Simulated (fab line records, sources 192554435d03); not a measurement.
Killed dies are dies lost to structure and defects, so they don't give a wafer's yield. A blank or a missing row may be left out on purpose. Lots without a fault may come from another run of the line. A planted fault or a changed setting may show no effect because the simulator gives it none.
Chamber matching | flow n5_finfet | N5_BEOL_M0_STRIP_104 on rie_diel-03: 4 sister chambers
The step strips in N2/H2. 22 wafers are shown with their chamber, then 11 later ones without.

WAFERS WITH THEIR CHAMBER
wafer  | chamber | showerhead_plenum_p_Torr (Torr) | throttle_valve_pct (%) | drypump_motor_current_A (A)
L075.1 | 3       | 2.44                            | 23.3                   | 5.9
L075.3 | 1       | 2.63                            | 23.7                   | 5.5
L075.4 | 2       | 2.59                            | 24.2                   | 5.0
L076.1 | 0       | 2.59                            | 23.3                   | 5.2
L076.3 | 3       | 2.44                            | 23.2                   | 6.0
L076.6 | 2       | 2.59                            | 24.2                   | 5.0
L077.1 | 0       | 2.59                            | 23.3                   | 5.2
L077.3 | 2       | 2.59                            | 24.2                   | 5.0
L077.6 | 3       | 2.44                            | 23.3                   | 5.9
L078.2 | 3       | 2.44                            | 23.3                   | 5.9
L078.4 | 0       | 2.59                            | 23.3                   | 5.2
L078.5 | 2       | 2.59                            | 24.2                   | 5.0
L079.1 | 1       | 2.63                            | 23.7                   | 5.4
L079.3 | 2       | 2.59                            | 24.2                   | 5.0
L079.4 | 1       | 2.63                            | 23.7                   | 5.5
L080.2 | 2       | 2.59                            | 24.2                   | 5.0
L080.4 | 1       | 2.63                            | 23.7                   | 5.5
L080.5 | 2       | 2.59                            | 24.2                   | 5.0
L084.2 | 2       | 2.59                            | 24.2                   | 5.0
L084.3 | 3       | 2.44                            | 23.3                   | 6.0
L084.5 | 0       | 2.59                            | 23.3                   | 5.2
L087.2 | 1       | 2.62                            | 23.7                   | 5.5

SIGNATURES (means of the wafers above)
reading                  | chamber 0 | chamber 1 | chamber 2 | chamber 3 | scatter within a chamber
showerhead_plenum_p_Torr | 2.5900    | 2.6280    | 2.5900    | 2.4400    | 0.00211
throttle_valve_pct       | 23.300    | 23.700    | 24.200    | 23.280    | 0.0211
drypump_motor_current_A  | 5.200     | 5.480     | 5.000     | 5.940     | 0.0333
Rule: a wafer's distance from a chamber is the root of the sum, over the readings, of the square of ((its reading less the chamber's mean) divided by the reading's scatter). The wafer belongs to the nearest chamber; if the next one is less than 2 further off, it can't be placed. The scatter: the root of (the sum of the squares of (reading less its chamber's mean) over the shown wafers, divided by (wafers less chambers)).

WAFERS WITHOUT THEIR CHAMBER
wafer  | showerhead_plenum_p_Torr (Torr) | throttle_valve_pct (%) | drypump_motor_current_A (A)
L087.3 | 2.58                            | 24.2                   | 5.0
L087.5 | 2.58                            | 23.3                   | 5.2
L089.1 | 2.43                            | 23.3                   | 5.9
L089.5 | 2.58                            | 24.2                   | 5.0
L089.6 | 2.62                            | 23.8                   | 5.5
L093.3 | 2.62                            | 23.8                   | 5.4
L093.4 | 2.43                            | 23.3                   | 5.9
L093.6 | 2.43                            | 23.3                   | 6.0
L095.2 | 2.58                            | 24.2                   | 5.0
L095.4 | 2.43                            | 23.3                   | 6.0
L095.6 | 2.62                            | 23.8                   | 5.5

WHICH CHAMBER EACH WENT THROUGH
wafer  | from the rows above | in truth
L087.3 | 2                   | 2
L087.5 | 0                   | 0
L089.1 | 3                   | 3
L089.5 | 2                   | 2
L089.6 | 1                   | 1
L093.3 | 1                   | 1
L093.4 | 3                   | 3
L093.6 | 3                   | 3
L095.2 | 2                   | 2
L095.4 | 3                   | 3
L095.6 | 1                   | 1
Placed correctly: 11 of 11. Can't be placed from these rows: 0. Placed wrongly: 0.
